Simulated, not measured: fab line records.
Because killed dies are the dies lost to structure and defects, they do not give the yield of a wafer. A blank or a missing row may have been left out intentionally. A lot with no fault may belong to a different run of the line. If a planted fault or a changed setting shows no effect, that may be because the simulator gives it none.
Matching of chambers | flow nandHarc | NHARC_A_CONTACT_ETCH_106 on rieDiel-04 has 4 sister chambers
The step etches the open film in CF4/O2, target depth 90 nm, overetch 9 nm, time 49.5 s. 22 wafers are shown with their chamber, then 11 later ones without.

== EACH WAFER AND ITS CHAMBER ==
wafer  | chamber | showerheadPlenumPTorr (Torr) | drypumpMotorCurrentA (A) | rfVppV (V)
L075.1 | 1       | 1.34                         | 5.5                      | 197.8
L075.4 | 2       | 1.28                         | 6.4                      | 196.6
L075.5 | 0       | 1.40                         | 6.0                      | 200.9
L077.2 | 3       | 1.25                         | 5.0                      | 196.5
L077.4 | 2       | 1.28                         | 6.3                      | 195.8
L077.5 | 2       | 1.28                         | 6.4                      | 195.2
L082.3 | 2       | 1.28                         | 6.4                      | 197.5
L082.4 | 3       | 1.25                         | 5.0                      | 196.3
L082.5 | 0       | 1.40                         | 6.0                      | 199.6
L083.3 | 2       | 1.28                         | 6.4                      | 196.5
L083.4 | 1       | 1.34                         | 5.5                      | 198.2
L083.6 | 1       | 1.34                         | 5.5                      | 198.4
L087.1 | 1       | 1.34                         | 5.5                      | 197.9
L087.2 | 0       | 1.40                         | 6.0                      | 200.1
L087.3 | 2       | 1.28                         | 6.3                      | 195.8
L085.2 | 2       | 1.28                         | 6.3                      | 197.3
L085.3 | 3       | 1.24                         | 5.0                      | 195.3
L085.6 | 0       | 1.40                         | 6.0                      | 199.8
L091.2 | 1       | 1.34                         | 5.5                      | 198.8
L091.3 | 3       | 1.24                         | 5.0                      | 195.8
L091.4 | 2       | 1.28                         | 6.3                      | 196.6
L088.2 | 3       | 1.24                         | 5.0                      | 195.7

SIGNATURES, as means of the wafers listed above
reading               | chamber 0 | chamber 1 | chamber 2 | chamber 3 | scatter within a chamber
showerheadPlenumPTorr | 1.4000    | 1.3400    | 1.2800    | 1.2440    | 0.00258
drypumpMotorCurrentA  | 6.000     | 5.500     | 6.350     | 5.000     | 0.0333
rfVppV                | 200.100   | 198.220   | 196.412   | 195.920   | 0.616
Rule: for a wafer and a chamber, the distance is found by dividing, reading by reading, the gap between the wafer's reading and the chamber's mean by the reading's scatter, squaring, summing and taking the root. If the next closest chamber is less than 2 further off than the closest, the wafer can't be placed; otherwise it belongs to the closest. The scatter: the root of (the sum of the squares of (reading less its chamber's mean) over the shown wafers, divided by (wafers less chambers)).

== WAFERS WITHOUT THEIR CHAMBER ==
wafer  | showerheadPlenumPTorr (Torr) | drypumpMotorCurrentA (A) | rfVppV (V)
L088.5 | 1.28                         | 6.4                      | 197.2
L088.6 | 1.34                         | 5.5                      | 197.9
L093.1 | 1.34                         | 5.5                      | 197.4
L093.2 | 1.39                         | 6.0                      | 199.0
L093.5 | 1.24                         | 5.0                      | 195.4
L092.2 | 1.28                         | 6.3                      | 197.7
L092.4 | 1.24                         | 5.0                      | 197.3
L092.6 | 1.28                         | 6.4                      | 195.2
L095.1 | 1.24                         | 5.0                      | 195.7
L095.2 | 1.39                         | 6.0                      | 200.7
L095.6 | 1.39                         | 6.0                      | 199.3

== THE CHAMBER EACH PASSED THROUGH ==
wafer  | from the rows above | in truth
L088.5 | 2                   | 2
L088.6 | 1                   | 1
L093.1 | 1                   | 1
L093.2 | 0                   | 0
L093.5 | 3                   | 3
L092.2 | 2                   | 2
L092.4 | 3                   | 3
L092.6 | 2                   | 2
L095.1 | 3                   | 3
L095.2 | 0                   | 0
L095.6 | 0                   | 0
11 of 11 placed correctly. Left unplaced by these rows: 0. Number placed wrongly: 0.
